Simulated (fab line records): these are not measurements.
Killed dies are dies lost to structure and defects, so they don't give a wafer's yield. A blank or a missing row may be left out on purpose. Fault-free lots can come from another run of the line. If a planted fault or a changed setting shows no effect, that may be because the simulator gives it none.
Chamber matching ; flow nandHarc ; 4 sister chambers for NHARC_A_CHANNEL_FILL_D1_ETCHBACK_20 on rieDiel-05
The step etches the open film in C4F8/O2/Ar, target depth 27 nm, time 13.5 s. 4 wafers are shown with their chamber, then 6 later ones without.

== WAFERS, EACH WITH ITS CHAMBER ==
wafer;chamber;rfVppV (V)
L677.5;0;986
L693.5;1;970
L695.2;3;977
L695.5;2;972

== WAFERS WITH NO CHAMBER GIVEN ==
wafer;rfVppV (V)
L697.1;985
L697.4;971
L697.5;974
L698.2;986
L698.3;977
L698.6;978

== EACH ONE'S CHAMBER ==
wafer;from the rows above;in truth
L697.1;0;0
L697.4;can't be placed: 1 or 2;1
L697.5;can't be placed: 2 or 3 or 1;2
L698.2;0;0
L698.3;3;3
L698.6;3;3
4 of 6 placed correctly. Cannot be placed on the basis of these rows: 2; the candidates contain the true chamber in 2. Wrongly placed: 0.
How it was worked out, from the rows above alone: a wafer's distance from a chamber is the root of the sum, over the readings, of the square of ((its reading less the chamber's mean) divided by the reading's scatter). The wafer belongs to the nearest chamber; if the next one is less than 2 further off, it can't be placed. The mean given for a chamber averages the wafers shown for that chamber. The scatter: root of mean squared gap, hidden wafer to nearest shown wafer, with one shown wafer a chamber.
